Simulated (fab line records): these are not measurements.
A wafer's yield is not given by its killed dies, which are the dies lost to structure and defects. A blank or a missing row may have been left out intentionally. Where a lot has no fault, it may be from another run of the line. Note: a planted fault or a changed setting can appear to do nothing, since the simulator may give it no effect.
fab line records	flow n5_finfet
record: lots: 9	wafers: 27	last_day: 19
route steps=1938 shown WELL_APT@28 PMOS_HMC_CHANNEL_EPI@57 BEOL_M4@1111 PASSIVATION@1936
lots that met no fault: from a run of the same line without faults
start_h: start of the lot's first displayed wafer, in hours after the record's first day	wait_h: hours elapsed since this lot's preceding step	" the same as in the row above	L1.1+2: a row that stands for several wafers	- value missing, or start not given	* or withheld: withheld	< > ~ a bound
route shown NAME@n: a module of which the file shows steps, and the number in the route of the first	usual: the fault-free wafers' mean and standard deviation	same: alike in all rows	chamber/n: place in a boat	sites: each site's reading	_std_site: standard deviation of those values	_edge_site: the outer-site mean with the inner-site mean subtracted	radius_mm: for every site, how far away it sits from the centre of the wafer	mask NAME#n: copy n	behind: tool/chamber where the wafer was last shaped	hold: the reason the lot was held/the length of the hold in hours/how it ended	device: the transistor (n, p or np) that didn't switch	end of line: tests of these same wafers at the route's end	step lacking rows: just its recipe	killed: dies that structure and defects cost at the first sort, which is not the same as the wafer's yield	map: a wafer's dies, marking killed ones x, the rest . and places with no die _
set.NAME: the setting as run; set.NAME@STEP: as run at that earlier step	model.NAME: the simulator's own value behind a step, which no gauge read
the route's steps for a sample of lots (tables are steps, rows are wafers)
services: the hour from which a tool's chamber was out of use, counted from the record's first day as start_h (under 0 if before that day), plus the number of hours and why
== steps ==
step: N5_WELL_APT_CD_MEAS_08
recipe: target_cd_nm: 200	landing_energy_ev: 500	detector: se_inlens
usual: cd_nm: 200.2/1.3
lot.wafer	tool	chamber	start_h	wait_h	cd_nm
L971.2	cd_sem-03	0	20.15	-	201.8
L971.3	"	0	"	"	199.7
L971.5	"	0	"	"	201.3
L975.1	cd_sem-03	0	43.71	-	198.2
L975.3	"	0	"	"	198.3
L975.5	"	0	"	"	198.0
L977.2	cd_sem-03	0	55.71	-	203.7
L977.3	"	0	"	"	202.9
L977.4	"	0	"	"	200.7
L980.3	cd_sem-03	0	73.83	-	200.5
L980.4	"	0	"	"	201.7
L980.5	"	0	"	"	200.4
L981.1	cd_sem-02	0	79.81	-	198.9
L981.2	"	0	"	"	200.9
L981.5	"	0	"	"	198.8
L982.1	cd_sem-03	0	85.65	-	202.2
L982.3	"	0	"	"	202.0
L982.4	"	0	"	"	199.7
L991.2	cd_sem-02	0	139.59	-	197.5
L991.3	"	0	"	"	199.2
L991.5	"	0	"	"	198.7
L992.2	cd_sem-03	0	145.66	-	200.9
L992.3	"	0	"	"	200.2
L992.5	"	0	"	"	200.0
L993.3	cd_sem-01	0	151.61	-	200.8
L993.5	"	0	"	"	198.9
L993.6	"	0	"	"	200.8
step: N5_WELL_APT_INSPECT_38
recipe: inspect_instrument: darkfield	mode: post_epi
usual: raw_defect_count: 13/5.2
lot.wafer	tool	chamber	start_h	wait_h	raw_defect_count
L971.2	defect_inspect-01	-	23.14	0.4	15
L971.3	"	-	"	"	17
L971.5	"	-	"	"	20
L975.1	defect_inspect-02	-	46.61	0.5	7
L975.3	"	-	"	"	13
L975.5	"	-	"	"	14
L977.2	defect_inspect-02	-	58.88	0.4	13
L977.3	"	-	"	"	9
L977.4	"	-	"	"	8
L980.3	defect_inspect-02	-	77.31	0.6	15
L980.4	"	-	"	"	14
L980.5	"	-	"	"	10
L981.1	defect_inspect-01	-	83.07	0.6	13
L981.2	"	-	"	"	31
L981.5	"	-	"	"	15
L982.1	defect_inspect-01	-	89.09	0.5	13
L982.3	"	-	"	"	17
L982.4	"	-	"	"	6
L991.2	defect_inspect-01	-	143.42	0.6	11
L991.3	"	-	"	"	8
L991.5	"	-	"	"	13
L992.2	defect_inspect-01	-	148.97	0.4	13
L992.3	"	-	"	"	9
L992.5	"	-	"	"	11
L993.3	defect_inspect-01	-	154.87	0.4	6
L993.5	"	-	"	"	11
L993.6	"	-	"	"	4
step: N5_PMOS_HMC_CHANNEL_EPI_HM_DEP_34
recipe: material: SiO2	target_thk_a: 360	temp_c: 400	precursor: TEOS/O2	pressure_torr: 6.5	rf_w: 900	teos_flow_sccm: 161.4	gas: O2	flow_sccm: 2650	time_s: 6.9
usual: chamber_pressure_Torr: 6.501/0.015	heater_power_outer_w: 367/70	heater_power_w: 636/97	showerhead_plenum_p_Torr: 8.34/0.06	throttle_valve_pct: 19.1/0.91
lot.wafer	tool	chamber	start_h	wait_h	chamber_pressure_Torr	heater_power_outer_w	heater_power_w	showerhead_plenum_p_Torr	throttle_valve_pct
L971.2	pecvd-01	1	23.18	0.0	6.502	385	673	8.40	19.1
L971.3	"	2	"	"	6.519	387	720	8.29	17.1
L971.5	"	2	"	"	6.506	393	713	8.32	17.3
L975.1	pecvd-02	2	46.65	0.0	6.504	458	720	8.37	19.7
L975.3	"	1	"	"	6.504	387	675	8.40	19.7
L975.5	"	2	"	"	6.486	441	734	8.37	19.1
L977.2	pecvd-01	0	58.92	0.0	6.528	303	549	8.24	20.3
L977.3	"	1	"	"	6.517	429	717	8.39	19.1
L977.4	"	0	"	"	6.491	296	532	8.24	20.4
L980.3	pecvd-01	2	77.35	0.0	-	-	-	-	-
L980.4	"	0	"	"	-	-	-	-	-
L980.5	"	2	"	"	-	-	-	-	-
L981.1	pecvd-02	1	83.11	0.0	-	-	-	-	-
L981.2	"	1	"	"	-	-	-	-	-
L981.5	"	1	"	"	-	-	-	-	-
L982.1	pecvd-01	0	89.13	0.0	6.511	238	450	8.22	20.5
L982.3	"	2	"	"	6.499	304	578	8.31	17.5
L982.4	"	2	"	"	6.485	298	584	8.29	17.4
L991.2	pecvd-01	2	143.46	0.0	6.518	337	619	8.30	17.3
L991.3	"	0	"	"	6.499	313	536	8.21	20.5
L991.5	"	0	"	"	6.495	311	561	8.21	20.4
L992.2	pecvd-02	2	149.01	0.0	6.498	489	802	8.36	19.3
L992.3	"	1	"	"	6.471	418	703	8.41	19.8
L992.5	"	1	"	"	6.469	440	707	8.37	20.0
L993.3	pecvd-01	0	154.92	0.0	6.480	242	471	8.26	20.4
L993.5	"	0	"	"	6.501	250	474	8.24	20.6
L993.6	"	1	"	"	6.480	346	641	8.38	19.2
step: N5_PMOS_HMC_CHANNEL_EPI_CD_MEAS_09
recipe: target_cd_nm: 237.4	landing_energy_ev: 500	detector: se_inlens
usual: cd_nm: 237.3/0.87
lot.wafer	tool	chamber	start_h	wait_h	cd_nm
L971.2	cd_sem-03	0	23.58	-	237.0
L971.3	"	0	"	"	237.1
L971.5	"	0	"	"	239.3
L975.1	cd_sem-03	0	47.05	-	238.2
L975.3	"	0	"	"	237.7
L975.5	"	0	"	"	237.8
L977.2	cd_sem-01	0	59.33	-	236.6
L977.3	"	0	"	"	236.6
L977.4	"	0	"	"	236.1
L980.3	cd_sem-01	0	77.63	-	239.1
L980.4	"	0	"	"	237.7
L980.5	"	0	"	"	237.9
L981.1	cd_sem-01	0	83.57	-	237.1
L981.2	"	0	"	"	236.6
L981.5	"	0	"	"	238.1
L982.1	cd_sem-01	0	89.54	-	237.2
L982.3	"	0	"	"	237.3
L982.4	"	0	"	"	237.5
L991.2	cd_sem-01	0	143.86	-	236.4
L991.3	"	0	"	"	238.7
L991.5	"	0	"	"	237.9
L992.2	cd_sem-01	0	149.43	-	236.8
L992.3	"	0	"	"	236.8
L992.5	"	0	"	"	236.7
L993.3	cd_sem-02	0	155.20	-	235.6
L993.5	"	0	"	"	236.5
L993.6	"	0	"	"	236.4
step: N5_PMOS_HMC_CHANNEL_EPI_FIN_RECESS_16
recipe: chemistry: HBr/Cl2	target: Si	mask_material: SiO2	target_depth_a: 540	time_s: 18	pressure_mtorr: 10	icp_w: 800	bias_w: 75	HBr_flow_sccm: 150	Cl2_flow_sccm: 80
usual: bias_w: 75.01/0.19	drypump_motor_current_A: 5.6/0.45	oes_product_au: 1.001/0.014	throttle_valve_pct: 35.35/0.27
lot.wafer	tool	chamber	start_h	wait_h	bias_w	drypump_motor_current_A	oes_product_au	rf_hours_counter_h	throttle_valve_pct
L971.2	rie_si-03	2	24.13	0.0	75.00	6.2	0.985	166	35.18
L971.3	"	0	"	"	75.32	5.3	1.008	101	35.65
L971.5	"	2	"	"	75.14	6.2	0.976	-	35.19
L975.1	rie_si-02	0	47.59	0.0	75.22	5.2	0.985	32	35.58
L975.3	"	2	"	"	74.99	6.0	0.974	163	35.49
L975.5	"	3	"	"	75.02	6.2	0.998	-	35.69
L977.2	rie_si-03	2	60.07	0.0	75.51	6.2	0.981	166	35.18
L977.3	"	3	"	"	75.07	4.9	0.995	63	34.94
L977.4	"	1	"	"	74.80	5.7	1.017	192	34.98
L980.3	rie_si-04	1	78.18	0.0	75.40	6.1	1.851	1	34.43
L980.4	"	3	"	"	74.73	5.2	1.826	34	34.15
L980.5	"	0	"	"	74.82	5.6	1.860	-	33.93
L981.1	rie_si-04	2	84.12	0.0	75.04	5.4	1.866	31	33.83
L981.2	"	0	"	"	74.79	5.6	1.866	184	33.92
L981.5	"	0	"	"	74.61	5.6	1.868	-	33.92
L982.1	rie_si-02	3	90.21	0.0	74.88	6.2	1.000	109	35.69
L982.3	"	1	"	"	74.86	6.5	0.992	134	35.55
L982.4	"	2	"	"	74.92	6.0	0.979	164	35.47
L991.2	rie_si-04	1	145.06	0.0	75.36	6.1	1.001	2	35.71
L991.3	"	3	"	"	74.50	5.2	0.997	35	35.40
L991.5	"	3	"	"	74.85	5.2	0.990	-	35.42
L992.2	rie_si-04	3	150.01	0.0	74.87	5.2	1.001	35	35.40
L992.3	"	1	"	"	75.06	6.1	1.009	2	35.71
L992.5	"	3	"	"	74.89	5.2	0.996	-	35.41
L993.3	rie_si-02	2	155.75	0.0	74.98	6.0	0.982	165	35.49
L993.5	"	0	"	"	75.10	5.2	0.988	-	35.57
L993.6	"	3	"	"	74.94	6.2	1.006	-	35.70
step: N5_BEOL_M4_RC_MEAS_101
usual: DIBL_N: 36.0/1.4	DIBL_P: 36.1/1.4	IOFF_N: 0.153/0.02	IOFF_P: 0.211/0.026	ION_N: 673/8.7	ION_P: 463/6.7	SS_N: 71.5/0.5	SS_P: 73.3/0.54	VT_N: 250.1/2.4	VT_P: -250.2/2.9
lot.wafer	tool	chamber	start_h	wait_h	DIBL_N[mV/V]	DIBL_P[mV/V]	IOFF_N[nA/um]	IOFF_P[nA/um]	ION_N[uA/um]	ION_P[uA/um]	SS_N[mV/dec]	SS_P[mV/dec]	VT_N[mV]	VT_P[mV]
L971.2	prober-01	0	180.76	0.2	36.9	35.7	0.169	0.195	674	459	72.0	73.6	250.0	-252.6
L971.3	"	0	"	"	34.7	33.8	0.130	0.173	668	460	71.6	72.5	255.9	-253.0
L971.5	"	0	"	"	35.8	34.9	0.143	0.187	673	456	71.6	73.9	253.5	-253.9
L975.1	prober-02	0	213.20	0.0	39.5	39.0	0.195	0.247	684	470	71.6	74.6	245.6	-248.0
L975.3	"	0	"	"	38.2	37.3	0.171	0.214	676	467	71.2	73.8	248.8	-250.4
L975.5	"	0	"	"	39.3	38.9	0.192	0.249	687	472	71.3	74.3	249.0	-251.1
L977.2	prober-01	0	230.93	0.2	34.6	35.6	0.142	0.207	669	465	71.8	73.1	251.7	-248.8
L977.3	"	0	"	"	34.5	34.9	0.141	0.189	669	454	71.3	73.5	252.4	-252.2
L977.4	"	0	"	"	35.4	36.6	0.153	0.216	672	465	71.6	73.7	249.5	-251.7
L982.1	prober-02	0	272.72	0.3	38.4	39.0	0.212	0.271	686	470	73.1	74.2	245.6	-246.8
L982.3	"	0	"	"	35.7	35.6	0.159	0.207	677	466	71.9	72.5	247.4	-251.6
L982.4	"	0	"	"	36.0	36.5	0.156	0.224	678	462	71.1	73.5	248.3	-248.4
L992.2	prober-01	0	307.19	0.2	35.5	34.3	0.139	0.185	659	456	71.2	72.3	250.1	-250.4
L992.3	"	0	"	"	35.1	34.3	0.139	0.189	669	459	71.4	72.9	253.1	-250.0
L992.5	"	0	"	"	36.6	35.9	0.153	0.216	662	462	71.1	72.4	252.1	-251.4
L993.3	prober-01	0	327.55	0.3	34.3	36.0	0.141	0.198	673	466	71.7	73.2	251.4	-252.4
L993.5	"	0	"	"	33.8	35.2	0.135	0.188	665	460	71.2	73.0	251.8	-251.7
L993.6	"	0	"	"	34.8	36.4	0.147	0.205	668	463	71.6	73.7	250.1	-252.6
L991.2	prober-02	0	347.19	0.2	34.5	36.3	0.150	0.208	664	459	70.8	73.9	246.7	-250.5
L991.3	"	0	"	"	33.6	33.6	0.121	0.162	659	449	70.5	73.1	250.9	-253.8
L991.5	"	0	"	"	34.5	35.7	0.142	0.187	665	454	70.2	72.9	249.3	-254.0
step: N5_PASSIVATION_PROBE_49
usual: defect_limited_yield: 91.2/1.4	killed_at_M0_to_M3: 34/9.7	killed_at_M4_up: 14/5.2	killed_at_contacts: 13/6.7	killed_at_front_end: 39/11	killed_at_other: 3.6/2.6	killed_dies: 104/17	killed_on_rim: 13/3.8	killed_open: 69/12	killed_short: 34/8.2	sort_bin_5_function: 5.3/0.89	sort_bin_6_memory: 3.2/0.69	sort_n_pass: 1076/17	sort_yield_pct: 91.2/1.4
same: gross_dies: 1180	killed_at_back_side: 0	sort_bin_4_leakage[%]: 0	sort_bin_8_speed[%]: 0
lot.wafer	tool	chamber	start_h	wait_h	defect_limited_yield[%]	killed_at_M0_to_M3	killed_at_M4_up	killed_at_contacts	killed_at_front_end	killed_at_other	killed_dies	killed_on_rim	killed_open	killed_short	sort_bin_5_function[%]	sort_bin_6_memory[%]	sort_n_pass	sort_yield_pct[%]
L975.1	prober-01	-	323.40	0.0	94.0	20	11	17	23	0	71	8	46	25	3.7	1.9	1109	94.0
L975.3	prober-01	-	323.50	0.1	92.6	30	11	12	31	3	87	12	69	16	5.0	2.0	1093	92.6
L975.5	prober-01	-	323.60	0.2	90.4	65	17	8	20	3	113	18	89	24	6.7	2.9	1067	90.4
L977.2	prober-02	-	333.02	0.1	91.3	45	12	13	31	2	103	11	65	37	5.2	3.1	1077	91.3
L977.3	prober-02	-	333.07	0.1	94.6	15	7	10	26	6	64	9	37	26	3.5	1.5	1116	94.6
L977.4	prober-02	-	333.12	0.2	90.5	30	15	35	29	3	112	16	71	37	5.6	3.4	1068	90.5
L981.1	prober-02	-	361.38	0.0	0	6	2	0	1171	1	1180	152	19	4	74.3	3.2	0	0
L981.2	prober-02	-	361.43	0.1	0	7	5	2	1164	2	1180	152	15	11	71.4	2.9	0	0
L981.5	prober-02	-	361.58	0.2	0	6	1	3	1168	2	1180	152	15	4	75.2	3.4	0	0
L980.3	prober-02	-	376.19	0.1	0	5	5	3	1166	1	1180	152	14	8	72.1	2.4	0	0
L980.4	prober-02	-	376.24	0.2	0	2	2	5	1171	0	1180	152	7	7	72.5	2.0	0	0
L980.5	prober-02	-	376.29	0.2	0	14	2	4	1158	2	1180	152	21	10	70.6	2.2	0	0
L982.1	prober-01	-	386.43	0.0	89.7	26	16	24	53	3	122	21	84	38	5.9	4.2	1058	89.7
L982.3	prober-01	-	386.53	0.1	89.8	40	24	13	42	1	120	12	80	40	5.3	4.6	1060	89.8
L982.4	prober-01	-	386.58	0.2	88.3	49	35	16	38	0	138	17	99	39	7.5	4.0	1042	88.3
L992.2	prober-02	-	415.21	0.1	88.2	41	27	11	58	2	139	20	93	46	7.2	4.2	1041	88.2
L992.3	prober-02	-	415.26	0.1	90.4	39	17	6	48	3	113	18	68	45	5.5	4.0	1067	90.4
L992.5	prober-02	-	415.36	0.2	90.0	56	12	13	35	2	118	20	70	47	5.8	3.6	1062	90.0
killed by level:class
L975.1 MOL_CONTACT_COAG:geometric_particle:open=13 BEOL_M1:geometric_particle:open=8 BEOL_M4:geometric_particle:open=8 FIN_SAQP:geometric_particle:short=6 STI_FIN_REVEAL:geometric_particle:open=4 MOL_CONTACT_COAG:geometric_particle:short=4 BEOL_M2:geometric_particle:open=4 GATE_CUT:geometric_particle:short=3
L975.3 BEOL_M2:geometric_particle:open=12 STI_FIN_REVEAL:geometric_particle:open=10 MOL_CONTACT_COAG:geometric_particle:open=9 BEOL_M3:geometric_particle:open=9 BEOL_M4:geometric_particle:open=7 GATE_CUT:geometric_particle:short=5 DUMMY_GATE:geometric_particle:open=3 GATE_CUT:geometric_particle:open=3
L975.5 BEOL_M3:geometric_particle:open=21 BEOL_M4:geometric_particle:open=11 BEOL_M0_SAQP:geometric_particle:open=10 BEOL_M2:geometric_particle:open=10 BEOL_M0_SAQP:geometric_particle:short=9 BEOL_M1:geometric_particle:open=9 MOL_CONTACT_COAG:geometric_particle:open=7 GATE_CUT:geometric_particle:open=6
L977.2 BEOL_M0_SAQP:geometric_particle:short=14 BEOL_M0_SAQP:geometric_particle:open=13 MOL_CONTACT_COAG:geometric_particle:open=10 DUMMY_GATE:geometric_particle:open=8 BEOL_M2:geometric_particle:open=5 BEOL_M3:geometric_particle:open=5 FIN_SAQP:geometric_particle:open=4 DUMMY_GATE:geometric_particle:short=4
L977.3 MOL_CONTACT_COAG:geometric_particle:open=10 ILD0:geometric_particle:short=6 FIN_SAQP:geometric_particle:short=4 GATE_CUT:geometric_particle:short=4 BEOL_M0_SAQP:geometric_particle:short=4 BEOL_M1:geometric_particle:open=3 BEOL_M3:geometric_particle:open=3 BEOL_M5:geometric_particle:open=3
L977.4 MOL_CONTACT_COAG:geometric_particle:open=31 BEOL_M0_SAQP:geometric_particle:open=12 FIN_SAQP:geometric_particle:short=7 ILD0:geometric_particle:short=6 BEOL_M0_SAQP:geometric_particle:short=6 ILD0:geometric_particle:open=4 MOL_CONTACT_COAG:geometric_particle:short=4 BEOL_M2:geometric_particle:open=3
L981.1 PMOS_HMC_CHANNEL_EPI:lost_pattern=1148 PMOS_HMC_CHANNEL_EPI:area_dep=9 FIN_SAQP:geometric_particle:open=6 STI_FIN_REVEAL:geometric_particle:open=4 FIN_SAQP:geometric_particle:short=2 BEOL_M0_SAQP:geometric_particle:open=2 BEOL_M3:geometric_particle:open=2 BEOL_M6:geometric_particle:open=2
L981.2 PMOS_HMC_CHANNEL_EPI:lost_pattern=1151 PMOS_HMC_CHANNEL_EPI:area_dep=3 FIN_SAQP:geometric_particle:open=2 GATE_CUT:geometric_particle:short=2 MOL_CONTACT_COAG:geometric_particle:open=2 BEOL_M0_SAQP:geometric_particle:open=2 BEOL_M4:geometric_particle:open=2 BEOL_M5:geometric_particle:open=2
L981.5 PMOS_HMC_CHANNEL_EPI:lost_pattern=1159 STI_FIN_REVEAL:geometric_particle:open=3 BEOL_M3:geometric_particle:open=3 MOL_CONTACT_COAG:geometric_particle:open=3 BEOL_M0_SAQP:geometric_particle:short=2 PMOS_HMC_CHANNEL_EPI:area_dep=2 FIN_SAQP:geometric_particle:short=1 FIN_SAQP:geometric_particle:open=1
L980.3 PMOS_HMC_CHANNEL_EPI:lost_pattern=1152 PMOS_HMC_CHANNEL_EPI:area_dep=6 STI_FIN_REVEAL:geometric_particle:open=4 MOL_CONTACT_COAG:geometric_particle:short=2 BEOL_M0_SAQP:geometric_particle:short=2 BEOL_M0_SAQP:geometric_particle:open=2 BEOL_M4:geometric_particle:open=2 STI_FIN_REVEAL:geometric_particle:short=1
L980.4 PMOS_HMC_CHANNEL_EPI:lost_pattern=1158 PMOS_HMC_CHANNEL_EPI:area_dep=8 MOL_CONTACT_COAG:geometric_particle:open=3 MOL_CONTACT_COAG:geometric_particle:short=2 BEOL_M4:geometric_particle:open=2 ILD0:geometric_particle:short=1 FIN_CUT:geometric_particle:open=1 STI_FIN_REVEAL:geometric_particle:open=1
L980.5 PMOS_HMC_CHANNEL_EPI:lost_pattern=1145 BEOL_M2:geometric_particle:open=4 FIN_SAQP:geometric_particle:open=3 FIN_SAQP:geometric_particle:short=3 MOL_CONTACT_COAG:geometric_particle:open=3 BEOL_M0_SAQP:geometric_particle:short=3 BEOL_M1:geometric_particle:open=3 PMOS_HMC_CHANNEL_EPI:area_dep=3
L982.1 MOL_CONTACT_COAG:geometric_particle:open=19 FIN_SAQP:geometric_particle:open=12 BEOL_M4:geometric_particle:open=8 FIN_SAQP:geometric_particle:short=7 BEOL_M2:geometric_particle:open=7 STI_FIN_REVEAL:geometric_particle:open=6 DUMMY_GATE:geometric_particle:open=6 MOL_CONTACT_COAG:geometric_particle:short=5
L982.3 BEOL_M4:geometric_particle:open=17 BEOL_M0_SAQP:geometric_particle:open=13 STI_FIN_REVEAL:geometric_particle:open=10 FIN_SAQP:geometric_particle:short=9 BEOL_M0_SAQP:geometric_particle:short=9 MOL_CONTACT_COAG:geometric_particle:open=8 BEOL_M2:geometric_particle:open=8 FIN_SAQP:geometric_particle:open=6
L982.4 BEOL_M4:geometric_particle:open=24 FIN_SAQP:geometric_particle:open=13 BEOL_M0_SAQP:geometric_particle:short=13 BEOL_M1:geometric_particle:open=13 BEOL_M0_SAQP:geometric_particle:open=11 MOL_CONTACT_COAG:geometric_particle:open=10 MOL_CONTACT_COAG:geometric_particle:short=6 FIN_SAQP:geometric_particle:short=4
L992.2 FIN_SAQP:geometric_particle:open=18 BEOL_M4:geometric_particle:open=18 BEOL_M0_SAQP:geometric_particle:short=17 STI_FIN_REVEAL:geometric_particle:open=15 BEOL_M0_SAQP:geometric_particle:open=9 MOL_CONTACT_COAG:geometric_particle:open=8 BEOL_M1:geometric_particle:open=8 FIN_SAQP:geometric_particle:short=7
L992.3 FIN_SAQP:geometric_particle:short=16 FIN_SAQP:geometric_particle:open=14 BEOL_M0_SAQP:geometric_particle:short=13 BEOL_M0_SAQP:geometric_particle:open=12 BEOL_M4:geometric_particle:open=9 BEOL_M1:geometric_particle:open=8 MOL_CONTACT_COAG:geometric_particle:open=5 GATE_CUT:geometric_particle:short=4
L992.5 BEOL_M0_SAQP:geometric_particle:short=26 BEOL_M0_SAQP:geometric_particle:open=18 FIN_SAQP:geometric_particle:open=10 MOL_CONTACT_COAG:geometric_particle:open=9 FIN_SAQP:geometric_particle:short=8 BEOL_M3:geometric_particle:open=6 BEOL_M4:geometric_particle:open=5 STI_FIN_REVEAL:geometric_particle:open=4
== services ==
tool	chamber	start_h	hours	kind
rie_si-04	1	2.26	-	clean
rie_si-04	1	2.26	-	consumable_replace:focus_ring
rie_si-04	1	2.26	17.4	scheduled_down
rie_si-04	1	2.26	17.4	vent_cycle
pecvd-01	2	3.26	2.1	scheduled_down
pecvd-01	0	7.31	2.1	scheduled_down
pecvd-02	-	14.51	5.5	pm
pecvd-01	1	31.39	2.1	scheduled_down
rie_si-02	1	47.38	18.5	repair
pecvd-02	0	54.73	5.5	scheduled_down
pecvd-02	2	73.50	26.1	repair
pecvd-02	0	79.25	11.2	repair
pecvd-02	1	86.62	18.3	repair
rie_si-02	3	98.89	5.2	repair
pecvd-01	1	108.27	7.0	repair
pecvd-02	2	114.65	7.0	repair
pecvd-02	2	121.66	5.5	scheduled_down
pecvd-02	0	134.16	15.0	repair
rie_si-03	1	147.55	-	clean
rie_si-03	1	147.55	18.7	scheduled_down
rie_si-03	1	147.55	18.7	vent_cycle
pecvd-01	2	149.07	13.8	repair
== key ==
first_sign: step: N5_PMOS_HMC_CHANNEL_EPI_HM_DEP_34	reading: tool_record	direction: missing
effect: step: N5_PMOS_HMC_CHANNEL_EPI_FIN_RECESS_16	reading: oes_product_au	direction: up	sigmas: 62	usual: 1.001	struck: 1.856
effect: step: N5_PASSIVATION_PROBE_49	reading: killed_at_front_end	direction: up	sigmas: 99+	usual: 39	struck: 1166
met_at N5_PMOS_HMC_CHANNEL_EPI_HM_DEP_34
struck_lots L980,L981
later_rows_left_out L980.3,L980.4,L980.5,L981.1,L981.2,L981.5
not_acting_at N5_WELL_APT_CD_MEAS_08,N5_WELL_APT_INSPECT_38,N5_PMOS_HMC_CHANNEL_EPI_CD_MEAS_09
onset_between 58.92 77.35
fault: kind: skipped_step_whole	tool: pecvd-01,pecvd-02	chamber: -	onset_h: 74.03	steps: N5_PMOS_HMC_CHANNEL_EPI_HM_DEP_34	scope: struck_lots_only
later_rows_left_out: the simulator's readings of these wafers behind a module that went badly wrong aren't trusted and aren't shown, but for the sort
